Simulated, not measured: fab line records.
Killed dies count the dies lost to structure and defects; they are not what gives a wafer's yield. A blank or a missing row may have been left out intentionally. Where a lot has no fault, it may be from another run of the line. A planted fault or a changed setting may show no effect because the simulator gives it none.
Struck lot and sound lot, side by side + flow nand_harc + 15 out of 1159 route steps
Sound: these wafers, L800.1, L800.3, L800.5. Struck: wafer L809.3 (left out: L809.1, L809.5 of the same lot, which were not struck); the cause appears at the end.
Per side, at each step with rows, come the tool, then ch with its chambers, and then its first start. Under that, the readings that differ: sound wafers + struck wafers + difference of the means + sigmas: that difference in standard deviations of wafers without a fault.
alike: a reading whose means differ by less than 2 such deviations, as well as words and numbers matching on both sides. not compared: withheld readings; readings where some wafer has no value; bounds like >300 that might hide an equal value; numbers whose values overlap and for which the record gives no deviation.
The two part at a step that has a row with sigmas, a row that says differs or no value, or rows on one side only. Numbers that don't overlap but have no deviation are shown without sigmas and don't part them. A reading missing from all wafers of one side parts the sides only when that side holds two or more wafers.

NHARC_A_M1_INSPECT_11:
  sound on defect_inspect-01, day 19 17:03; struck on defect_inspect-01, day 22 13:22
  alike: raw_defect_count
then, 1 step without rows for these wafers: NHARC_A_M1_DESCUM_14 (chemistry O2, time 3 s).
NHARC_A_M1_ETCH_35: etches the open film in N2/H2, target depth 40 nm, overetch 12 nm, time 43.94 s.
  sound on rie_diel-12 ch 1,2, day 19 17:11; struck on rie_diel-06 ch 1, day 22 13:32
| reading                         | sound                | struck | difference | sigmas |
|---------------------------------|----------------------|--------|------------|--------|
| chamber_pressure_mTorr (mTorr)  | 29.997 29.986 29.990 | 30.045 | +0.054     | +2     |
| showerhead_plenum_p_Torr (Torr) | 2.18 2.14 2.13       | 1.91   | -0.24      | -2     |
  alike: drypump_motor_current_A, oes_product_au, rf_vpp_V, throttle_valve_pct
  not compared: rf_hours_counter_h
NHARC_A_M1_ETCH_15: etches the open film in C4F8/Ar, target depth 182.5 nm, time 91.2 s.
  sound: rie_diel-12 ch 2,3; struck: rie_diel-06 ch 2
| reading                        | sound                | struck | difference | sigmas |
|--------------------------------|----------------------|--------|------------|--------|
| chamber_pressure_mTorr (mTorr) | 24.992 25.023 25.012 | 24.963 | -0.046     | -2     |
  alike: oes_product_au, rf_vpp_V
  not compared: rf_hours_counter_h
NHARC_A_M1_CD_MEAS_16:
  sound on cd_sem-01, day 19 17:25; struck on cd_sem-02, day 22 13:44
  alike: cd_nm
then, 1 step without rows for these wafers: NHARC_A_M1_STRIP_18 (strips in N2/H2).
NHARC_A_M1_ETCH_28: etches the open film in CF4/N2, target depth 30 nm, time 72.99 s.
  sound: rie_diel-13 ch 0,2,3; struck: rie_diel-13 ch 2
  alike: chamber_pressure_mTorr, drypump_motor_current_A, oes_product_au, rf_vpp_V, showerhead_plenum_p_Torr, throttle_valve_pct
  not compared: rf_hours_counter_h
then, 1 step without rows for these wafers: NHARC_A_M1_STRIP_19 (strips in post etch residue remover, time 600 s).
NHARC_A_M1_DEGAS_29: time 60 s.
  sound on pvd_sputter-01, day 19 18:11; struck on pvd_sputter-02, day 22 14:32
  alike: heater_power_w
then, 1 step without rows for these wafers: NHARC_A_M1_PRE_CLEAN_30 (time 30 s).
NHARC_A_M1_PVD_20: deposits TaN, target thk 5 nm, time 8.06 s.
  sound on pvd_sputter-01; struck on pvd_sputter-02
  alike: throttle_valve_pct
then, 1 step without rows for these wafers: NHARC_A_M1_PVD_21 (deposits Cu, target thk 30 nm, time 20.49 s).
NHARC_A_M1_ECD_22: material Cu, target thk 400 nm.
  sound on ecd_cu-02 ch 0,1, day 19 19:13; struck on ecd_cu-01 ch 1, day 22 14:56
  alike: bath_temp_c
then, 1 step without rows for these wafers: NHARC_A_M1_ANNEAL_31 (time 90 s).
NHARC_A_M1_CMP_23: polishes, t overpolish 20 s, target thk 154.34 nm.
  sound on cmp-01 ch 1,2, day 19 20:01; struck on cmp-03 ch 1, day 22 15:40
| reading                | sound          | struck | difference | sigmas |
|------------------------|----------------|--------|------------|--------|
| time_to_endpoint_s (s) | 27.6 25.3 24.7 | 14.7   | -11.2      | -6     |
  alike: motor_current_A, retaining_ring_pressure_frac, slurry_filter_dp_kPa
  not compared: pad_life_wafers

== WHERE THEY PART ==
At NHARC_A_M1_ETCH_35 first; at NHARC_A_M1_CMP_23 last (within this record only).

WHY: the cause the simulator had injected
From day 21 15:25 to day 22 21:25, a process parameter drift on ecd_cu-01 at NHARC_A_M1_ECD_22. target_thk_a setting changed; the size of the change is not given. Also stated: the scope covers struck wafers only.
